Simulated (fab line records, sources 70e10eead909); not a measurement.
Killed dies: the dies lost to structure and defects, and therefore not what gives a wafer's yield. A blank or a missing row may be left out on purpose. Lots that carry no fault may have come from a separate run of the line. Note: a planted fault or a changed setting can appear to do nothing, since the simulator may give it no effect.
Which tool did it? :: flow nandHarc :: 6 lots, 17 wafers sampled, at 5 steps of a route of 1159

WHAT EACH GAUGE READ, for each wafer
NHARC_END_SORT_01.
lot: L618
measured: day 26 01:17
on: prober-02
defectLimitedYield (%): 93.2 93.1 94.4

WHICH TOOL RAN EACH LOT (tool, then ch and the chambers of the sampled wafers, then the start)
lot: L598
NHARC_P_M2_ETCH_35: rieDiel-05 ch 0,1,3, day 6 20:08
NHARC_P_M2_ETCH_28: rieDiel-05 ch 0,1,3, day 6 21:03 or earlier
NHARC_P_M2_DEGAS_29: pvdSputter-02, day 6 21:03
NHARC_P_BONDPAD_SOFTBAKE_04: lithoTrack-07 ch 0, day 7 00:00

lot: L600
NHARC_P_M2_ETCH_35: rieDiel-09 ch 2,3, day 7 09:38
NHARC_P_M2_ETCH_28: rieDiel-05 ch 1,2,3, day 7 10:42 or earlier
NHARC_P_M2_DEGAS_29: pvdSputter-01, day 7 10:42
NHARC_P_BONDPAD_SOFTBAKE_04: lithoTrack-05 ch 0, day 7 13:00

lot: L606
NHARC_P_M2_ETCH_35: rieDiel-09 ch 0,3, day 8 22:22
NHARC_P_M2_ETCH_28: rieDiel-09 ch 0,3, day 8 23:19 or earlier
NHARC_P_M2_DEGAS_29: pvdSputter-02, day 8 23:19
NHARC_P_BONDPAD_SOFTBAKE_04: lithoTrack-05 ch 0, day 9 02:00

lot: L611
NHARC_P_M2_ETCH_35: rieDiel-05 ch 0,3, day 10 08:55
NHARC_P_M2_ETCH_28: rieDiel-05 ch 2,3, day 10 09:52 or earlier
NHARC_P_M2_DEGAS_29: pvdSputter-03, day 10 09:52
NHARC_P_BONDPAD_SOFTBAKE_04: lithoTrack-03 ch 0, day 10 12:00

lot: L615
NHARC_P_M2_ETCH_35: rieDiel-09 ch 0,1,2, day 11 06:37
NHARC_P_M2_ETCH_28: rieDiel-09 ch 0,2,3, day 11 07:33 or earlier
NHARC_P_M2_DEGAS_29: pvdSputter-02, day 11 07:33
NHARC_P_BONDPAD_SOFTBAKE_04: lithoTrack-07 ch 0, day 11 10:00

lot: L618
NHARC_P_M2_ETCH_35: rieDiel-05 ch 1,2, day 11 21:08
NHARC_P_M2_ETCH_28: rieDiel-05 ch 1,3, day 11 22:08 or earlier
NHARC_P_M2_DEGAS_29: pvdSputter-01, day 11 22:08
NHARC_P_BONDPAD_SOFTBAKE_04: lithoTrack-03 ch 0, day 12 01:00
- NHARC_P_M2_ETCH_35: etches the open film in N2/H2, target depth 40 nm, overetch 12 nm, time 43.94 s.
- NHARC_P_M2_ETCH_28: etches the open film in CF4/N2, target depth 30 nm, time 72.99 s.
- NHARC_P_M2_DEGAS_29: time 60 s.
- NHARC_P_BONDPAD_SOFTBAKE_04: time 70 s.

THE ANSWER, worked out from the rows above alone
Rule: the usual values come from the lots themselves. The widest of any qualifying gaps counts: lots, ordered by their means at a reading, are off when they make up no more than a third of the lots, leave a main group of 4 or more, and stand apart from it by 3 or more times the standard deviation of that group's means. A main group is skipped when, at the precision printed for the reading in the tables above, its means are all equal. Also off: a lot with no number at a reading for which 4 or more lots have one. The other lots that the step has rows for count as sound.
None of the lots is off at any reading shown; this tells nothing.

WHAT WAS PUT IN BY THE SIMULATOR
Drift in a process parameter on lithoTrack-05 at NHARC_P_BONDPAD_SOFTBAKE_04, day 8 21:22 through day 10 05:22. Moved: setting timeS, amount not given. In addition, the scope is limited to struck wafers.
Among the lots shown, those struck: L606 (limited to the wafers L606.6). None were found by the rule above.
